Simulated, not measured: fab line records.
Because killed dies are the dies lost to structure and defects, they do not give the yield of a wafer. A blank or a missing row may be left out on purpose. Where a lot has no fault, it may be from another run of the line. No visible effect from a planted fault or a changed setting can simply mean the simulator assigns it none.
fab line records	flow nand_harc
record lots=13	wafers=39	last_day=34
route steps=1302 shown A_CHANNEL_FILL_D2@612 A_STAIRCASE@639 END@1302
lots that met no fault: taken from a fault-free run of the same line
start_h: start of the lot's first displayed wafer, in hours after the record's first day	wait_h: hours since the lot's step before	" repeats the value in the row above	L1.1+2: a single row standing in for several wafers	- no value present, or no start provided	* or withheld: withheld	< > ~ a bound
route shown NAME@n: NAME is a module with steps in the file, n the number in the route of the first one	usual: mean/standard deviation of fault-free wafers	same: alike in all rows	chamber/n: place in a boat	sites: per-site readings	_std_site: how widely they spread, as a standard deviation	_edge_site: mean of outer sites minus mean of inner sites	radius_mm: for every site, how far away it sits from the centre of the wafer	mask NAME#n: copy n	behind: the tool/chamber that last shaped the wafer	hold: reason for holding the lot/hours on hold/outcome of the hold	device: whichever transistor did not switch (one of n, p or np)	end of line: tests run on the same wafers once the route is complete	where a step has no rows: the recipe by itself	killed: dies lost to structure and defects at the first sort, not the wafer's yield	map: per-die view of a wafer (x killed, . not killed, _ where there is no die)
set.NAME: the setting as run; set.NAME@STEP: as run at that earlier step	model.NAME: the simulator's own value behind a step, which no gauge read
one table for each step of the route and one row for each wafer, over a sample of lots
services: when a tool's chamber went out of use (start_h, in hours from the record's first day, below 0 if earlier), for how many hours, and the reason
## steps
# step NHARC_A_CHANNEL_FILL_D2_ALD_02
# recipe target_thk_a=60	pulse_time_s=10	ald_cycles=60	temp_c=300	material=SiO2
# usual heater_power_outer_w=254/26	heater_power_w=456/40	precursor_pulse_height_rel=1.000/0.021
lot.wafer	tool	chamber	start_h	wait_h	heater_power_outer_w	heater_power_w	precursor_pulse_height_rel
L927.1	ald_hk-04	0	305.86	-	292	494	0.962
L927.2	"	2	"	"	265	490	0.992
L927.5	"	1	"	"	230	426	1.019
L928.1	ald_hk-04	3	306.77	-	228	392	1.011
L928.4	"	0	"	"	291	499	0.998
L928.3	"	2	"	"	269	502	1.005
L931.4	ald_hk-04	0	337.37	-	301	492	0.990
L931.3	"	2	"	"	272	501	1.020
L931.6	"	3	"	"	226	395	1.000
L932.2	ald_hk-04	0	355.22	-	298	483	1.034
L932.1	"	1	"	"	239	428	1.007
L932.6	"	2	"	"	267	489	1.027
L935.4	ald_hk-01	3	394.86	-	247	431	0.966
L935.2	"	0	"	"	243	469	1.011
L935.1	"	1	"	"	275	507	0.975
L939.2	ald_hk-01	0	404.16	-	249	461	0.987
L939.1	"	1	"	"	280	516	1.010
L939.4	"	2	"	"	208	387	0.974
L938.1	ald_hk-04	2	409.71	-	269	499	1.019
L938.5	"	3	"	"	233	391	0.998
L938.6	"	0	"	"	307	491	0.983
L942.3	ald_hk-04	2	448.32	-	276	491	0.998
L942.4	"	0	"	"	299	481	0.986
L942.5	"	1	"	"	217	412	0.972
L941.4	ald_hk-04	1	449.07	-	217	411	0.986
L941.3	"	2	"	"	278	493	1.023
L941.1	"	3	"	"	228	411	0.985
L946.2	ald_hk-03	2	481.65	-	260	460	1.022
L946.3	"	3	"	"	231	435	1.017
L946.6	"	3	"	"	233	424	1.043
L947.2	ald_hk-04	0	497.96	-	301	480	1.005
L947.5	"	2	"	"	275	495	1.012
L947.6	"	3	"	"	232	408	0.967
L948.3	ald_hk-03	1	513.58	-	278	506	1.011
L948.2	"	3	"	"	235	427	1.002
L948.6	"	0	"	"	265	471	0.984
L950.2	ald_hk-01	0	536.76	-	247	455	0.995
L950.5	"	0	"	"	248	454	1.032
L950.6	"	1	"	"	293	523	0.990
# step NHARC_A_CHANNEL_FILL_D2_ALD_25
# recipe target_thk_a=600	pulse_time_s=10	ald_cycles=600	temp_c=300	material=SiOx
# usual heater_power_outer_w=255/28	heater_power_w=458/42	precursor_pulse_height_rel=0.999/0.02
lot.wafer	tool	chamber	start_h	wait_h	heater_power_outer_w	heater_power_w	precursor_pulse_height_rel
L928.1	ald_hk-04	0	345.34	0.7	299	475	0.977
L928.4	"	1	"	"	235	427	0.996
L928.3	"	2	"	"	265	499	1.019
L927.2	ald_hk-01	3	345.94	1.3	247	436	0.996
L927.1	"	0	"	"	248	465	0.989
L927.5	"	1	"	"	282	504	0.982
L931.3	ald_hk-03	1	372.60	0.7	282	489	0.994
L931.4	"	2	"	"	269	489	0.979
L931.6	"	1	375.07	3.1	280	490	0.996
L932.1	ald_hk-04	2	390.60	0.1	273	487	1.016
L932.2	"	3	"	"	229	395	1.037
L932.6	"	2	393.04	2.5	265	498	0.992
L935.2	ald_hk-01	1	433.01	0.1	280	507	0.987
L935.1	"	2	"	"	206	383	0.989
L935.4	"	0	434.87	1.9	250	466	0.998
L939.4	ald_hk-01	3	437.84	0.1	250	436	1.017
L939.1	"	0	"	"	248	457	0.999
L939.2	"	2	439.69	1.9	206	386	0.991
L938.1	ald_hk-03	2	451.01	1.3	260	477	0.979
L938.6	"	0	452.25	2.5	252	471	1.014
L938.5	"	1	"	"	282	485	0.985
L941.1	ald_hk-04	1	484.27	0.2	217	414	1.006
L941.3	"	2	"	"	279	512	0.983
L941.4	"	0	486.08	2.1	299	474	0.978
L942.4	ald_hk-03	3	485.73	1.7	230	417	1.024
L942.3	"	0	"	"	259	497	1.007
L942.5	"	2	487.59	3.6	261	485	1.034
L946.2	ald_hk-03	3	524.94	2.2	233	413	1.008
L946.3	"	0	"	"	256	468	1.029
L946.6	"	0	528.01	5.2	268	469	1.004
L947.2	ald_hk-04	1	538.15	1.3	222	410	0.993
L947.5	"	3	539.39	2.5	230	392	0.990
L947.6	"	0	"	"	302	481	1.005
L948.3	ald_hk-04	3	550.48	0.7	232	403	0.993
L948.2	"	1	551.72	1.9	216	418	1.001
L948.6	"	2	"	"	283	510	1.012
L950.2	ald_hk-01	3	575.95	2.1	242	426	0.979
L950.5	"	1	577.19	3.3	297	531	1.009
L950.6	"	2	"	"	212	395	0.987
# step NHARC_A_CHANNEL_FILL_D2_CMP_10
# recipe target_thk_nm=150
# usual motor_current_A=12.1/1.3	slurry_flow_ml_min=150.1/0.52	time_to_endpoint_s=14.9/2.5
lot.wafer	tool	chamber	start_h	wait_h	motor_current_A	slurry_flow_ml_min	time_to_endpoint_s
L928.3	cmp-04	0	356.43	0.4	11.1	149.1	20.4
L928.4	"	1	"	"	11.7	149.1	20.4
L928.1	"	2	"	"	11.6	149.9	16.5
L927.1	cmp-01	2	356.48	0.4	12.5	149.4	12.1
L927.2	"	3	"	"	10.9	150.6	11.6
L927.5	"	1	"	"	12.5	150.3	15.7
L931.4	cmp-02	0	383.30	0.4	10.6	150.0	12.9
L931.3	"	1	"	"	13.3	150.0	15.0
L931.6	"	3	"	"	15.1	149.6	13.2
L932.2	cmp-04	0	401.89	0.4	10.8	150.7	16.5
L932.1	"	1	"	"	12.1	150.3	14.8
L932.6	"	1	"	"	12.6	150.0	15.3
L935.2	cmp-01	1	444.33	0.4	12.6	149.7	16.2
L935.1	"	2	"	"	13.2	149.8	14.4
L935.4	"	3	"	"	10.9	149.9	12.4
L939.1	cmp-01	0	449.99	0.4	13.2	149.5	14.8
L939.4	"	1	"	"	12.8	149.5	15.3
L939.2	"	2	"	"	12.6	149.7	12.7
L938.1	cmp-02	2	461.11	0.4	11.4	149.6	15.5
L938.5	"	1	"	"	13.1	150.4	18.0
L938.6	"	2	"	"	11.0	149.4	15.0
L941.3	cmp-02	2	495.57	0.4	11.3	151.2	13.2
L941.1	"	0	"	"	9.7	150.2	13.2
L941.4	"	1	"	"	12.0	150.2	16.0
L942.3	cmp-01	2	495.60	0.4	12.8	151.1	14.4
L942.4	"	0	"	"	13.0	149.7	19.0
L942.5	"	2	"	"	13.2	151.4	14.8
L946.3	cmp-04	2	535.24	0.4	10.9	150.3	19.3
L946.2	"	3	"	"	10.1	149.8	12.8
L946.6	"	2	"	"	11.8	150.1	18.5
L947.2	cmp-02	1	548.30	0.4	12.0	150.1	17.8
L947.5	"	0	"	"	10.5	150.9	14.2
L947.6	"	1	"	"	13.2	149.8	15.6
L948.2	cmp-02	0	561.22	0.4	10.3	148.5	13.1
L948.3	"	2	"	"	11.0	150.1	14.4
L948.6	"	0	"	"	10.0	150.1	13.3
L950.2	cmp-02	3	586.24	0.4	14.7	149.2	14.9
L950.5	"	1	"	"	12.0	149.8	16.0
L950.6	"	2	"	"	10.2	149.7	13.2
# step NHARC_A_STAIRCASE_DEP_156
# recipe target_thk_a=500	temp_c=400	target_thk_nm=50	flow_sccm=200	rf_w=450	material=SiNx
# usual heater_power_outer_w=461/55	heater_power_w=764/60	rf_fwd_power_W=448.1/1.5
lot.wafer	tool	chamber	start_h	wait_h	heater_power_outer_w	heater_power_w	rf_fwd_power_W
L928.1	pecvd-02	0	357.12	0.1	409	757	447.7
L928.3	"	0	"	"	400	756	445.9
L928.4	"	0	"	"	415	746	447.8
L927.1	pecvd-04	2	357.14	0.1	487	874	447.8
L927.2	"	0	"	"	433	697	445.8
L927.5	"	0	"	"	438	714	445.9
L931.3	pecvd-01	1	384.14	0.1	521	791	448.1
L931.4	"	2	"	"	514	827	450.9
L931.6	"	0	"	"	465	771	448.0
L932.1	pecvd-01	2	402.61	0.1	462	771	446.9
L932.2	"	0	"	"	429	738	448.1
L932.6	"	1	"	"	507	739	447.1
L935.1	pecvd-01	1	445.02	0.1	497	729	449.0
L935.2	"	0	"	"	413	735	449.6
L935.4	"	0	"	"	423	739	448.5
L939.2	pecvd-01	0	450.68	0.1	459	770	447.2
L939.1	"	1	"	"	505	731	521.2
L939.4	"	1	"	"	518	775	520.0
L938.1	pecvd-01	0	461.83	0.1	439	763	447.1
L938.6	"	1	"	"	488	716	520.5
L938.5	"	0	"	"	447	765	449.5
L941.1	pecvd-04	0	496.25	0.1	435	719	448.7
L941.3	"	2	"	"	445	843	448.4
L941.4	"	0	"	"	443	696	448.3
L942.3	pecvd-02	1	496.32	0.1	543	896	447.7
L942.4	"	2	"	"	456	714	448.9
L942.5	"	1	"	"	545	888	451.0
L946.2	pecvd-02	2	535.94	0.1	453	705	446.9
L946.3	"	1	"	"	491	821	449.1
L946.6	"	1	"	"	494	849	448.1
L947.2	pecvd-01	1	549.02	0.1	464	693	450.8
L947.5	"	0	"	"	421	702	445.4
L947.6	"	1	"	"	465	687	450.4
L948.3	pecvd-02	0	561.93	0.1	358	676	446.8
L948.2	"	2	"	"	421	661	451.1
L948.6	"	0	"	"	359	700	447.4
L950.2	pecvd-01	0	586.93	0.1	444	771	448.4
L950.6	"	2	"	"	429	729	449.4
L950.5	"	0	"	"	438	748	447.9
# step NHARC_END_SORT_01
# recipe temp_c=25
# usual killed_at_array=58/19	killed_at_other=1.1/1.2	killed_at_periphery=3.8/2.4	killed_dies=63/18	killed_open=3.3/1.8	killed_short=2.2/1.6
# same gross_dies=677
lot.wafer	tool	chamber	start_h	wait_h	killed_at_array	killed_at_other	killed_at_periphery	killed_dies	killed_open	killed_short
L928.1	prober-01	0	562.27	2.5	41	1	1	43	4	2
L928.3	prober-01	0	563.87	3.1	46	0	1	47	1	3
L928.4	prober-01	0	564.67	3.4	47	0	3	50	7	2
L935.1	prober-02	0	650.16	2.5	63	2	4	69	4	3
L935.2	prober-02	0	650.97	2.8	45	2	3	50	5	2
L935.4	prober-02	0	652.58	3.4	72	0	2	74	4	3
L938.1	prober-02	0	676.39	2.5	112	1	2	115	1	0
L938.5	prober-02	0	679.58	3.7	86	1	2	89	4	1
L938.6	prober-02	0	680.38	4.0	84	0	4	88	2	1
# killed by level:class
L928.1 A_SLIT:chamber_film_flake=18 A_CHANNEL_HOLE_D2:chamber_film_flake=9 A_WL_FILL:chamber_film_flake=3 A_CHANNEL_HOLE_D1:chamber_film_flake=2 A_STAIRCASE:chamber_film_flake=2 A_CONTACT:chamber_film_flake=2 A_ONON_D1:geometric_particle:open=1 A_CHANNEL_FILL_D1:geometric_particle:open=1
L928.3 A_SLIT:chamber_film_flake=26 A_CONTACT:chamber_film_flake=8 A_CHANNEL_HOLE_D2:chamber_film_flake=5 A_SOURCE_PLATE:geometric_particle:short=1 A_ONON_D1:geometric_particle:open=1 A_DECK1_JOINT:geometric_particle:short=1 A_CHANNEL_FILL_D2:geometric_particle:short=1 P_ZERO_WELL:chamber_film_flake=1
L928.4 A_SLIT:chamber_film_flake=20 A_CHANNEL_HOLE_D2:chamber_film_flake=8 A_CONTACT:chamber_film_flake=5 A_WL_FILL:chamber_film_flake=3 A_CHANNEL_HOLE_D1:geometric_particle:open=2 A_CHANNEL_FILL_D2:geometric_particle:open=2 A_CHANNEL_HOLE_D1:chamber_film_flake=2 P_M1:geometric_particle:short=1
L935.1 A_CHANNEL_HOLE_D1:chamber_film_flake=30 A_CHANNEL_HOLE_D2:chamber_film_flake=23 A_SLIT:chamber_film_flake=2 P_STI:geometric_particle:short=1 P_M2:geometric_particle:open=1 A_ONON_D1:geometric_particle:short=1 A_DECK1_JOINT:geometric_particle:open=1 A_DECK1_JOINT:geometric_particle:short=1
L935.2 A_CHANNEL_HOLE_D1:chamber_film_flake=24 A_CHANNEL_HOLE_D2:chamber_film_flake=13 A_CHANNEL_FILL_D2:geometric_particle:open=2 THIN_TSV:chamber_film_flake=2 P_STI:geometric_particle:open=1 A_ONON_D2:geometric_particle:short=1 A_WL_FILL:geometric_particle:short=1 A_WL_FILL:geometric_particle:open=1
L935.4 A_CHANNEL_HOLE_D1:chamber_film_flake=33 A_CHANNEL_HOLE_D2:chamber_film_flake=24 A_CONTACT:chamber_film_flake=4 A_SLIT:chamber_film_flake=2 P_CONTACT:geometric_particle:open=1 P_M1:geometric_particle:open=1 A_DECK1_JOINT:geometric_particle:short=1 A_ONON_D2:geometric_particle:open=1
L938.1 A_SLIT:chamber_film_flake=40 A_CHANNEL_HOLE_D1:chamber_film_flake=32 A_CHANNEL_HOLE_D2:chamber_film_flake=26 A_CONTACT:chamber_film_flake=4 P_GATE:chamber_film_flake=2 A_STAIRCASE:chamber_film_flake=2 A_M1:chamber_film_flake=2 A_CHANNEL_FILL_D1:geometric_particle:open=1
L938.5 A_SLIT:chamber_film_flake=29 A_CHANNEL_HOLE_D1:chamber_film_flake=27 A_CHANNEL_HOLE_D2:chamber_film_flake=16 A_WL_FILL:chamber_film_flake=3 A_CONTACT:chamber_film_flake=3 P_CONTACT:geometric_particle:open=2 A_ZERO_WELL:chamber_film_flake=2 A_DECK1_JOINT:chamber_film_flake=2
L938.6 A_CHANNEL_HOLE_D1:chamber_film_flake=28 A_SLIT:chamber_film_flake=25 A_CHANNEL_HOLE_D2:chamber_film_flake=16 A_ZERO_WELL:chamber_film_flake=4 A_CONTACT:chamber_film_flake=3 P_GATE:chamber_film_flake=2 A_CHANNEL_FILL_D2:chamber_film_flake=2 P_M0:geometric_particle:open=1
## services
tool	chamber	start_h	hours	kind
ald_hk-04	-	284.62	1.4	repair
cmp-01	-	291.53	4.0	pm
ald_hk-01	-	302.27	10.0	pm
pecvd-01	-	311.08	13.0	pm
cmp-02	-	314.10	0.7	repair
cmp-02	-	330.70	4.0	pm
pecvd-02	1	352.32	23.3	repair
cmp-02	-	364.48	3.8	repair
cmp-01	-	389.53	4.0	pm
ald_hk-03	-	390.00	10.0	pm
pecvd-02	-	408.33	13.0	pm
cmp-02	-	428.70	4.0	pm
pecvd-01	2	428.83	19.4	repair
ald_hk-04	-	433.62	10.0	pm
cmp-02	-	452.32	0.7	repair
pecvd-02	-	453.86	0.6	repair
ald_hk-01	-	480.34	10.0	pm
cmp-01	-	487.53	4.0	pm
cmp-02	-	491.72	0.6	repair
pecvd-01	-	492.45	13.0	pm
cmp-02	-	526.70	4.0	pm
pecvd-01	0	532.05	4.3	repair
pecvd-01	1	537.21	3.5	repair
ald_hk-03	-	568.00	10.0	pm
## key
first_sign step=NHARC_A_STAIRCASE_DEP_156	reading=rf_fwd_power_W	direction=up	sigmas=48	usual=*	struck=*
effect none on later readings
met_at NHARC_A_STAIRCASE_DEP_156
struck_lots L938,L939
struck_wafers L938.6,L939.1,L939.4
tester_left_out L938,L939
not_acting_at NHARC_A_CHANNEL_FILL_D2_ALD_02,NHARC_A_CHANNEL_FILL_D2_ALD_25,NHARC_A_CHANNEL_FILL_D2_CMP_10
onset_between 445.02 450.68
fault kind=process_parameter_drift	tool=pecvd-01	chamber=1	onset_h=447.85	steps=NHARC_A_STAIRCASE_DEP_156	channel=rf_w	offset=*	shape=step	end_h=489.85	acts_in=*	stated=*
# tester_left_out: of these lots the tester's yield and bins aren't shown, on N5 and GAA mostly nor the transistor test; their killed dies are dies lost to structure and defects alone, not to doping, threshold or leakage, so they don't give the yield
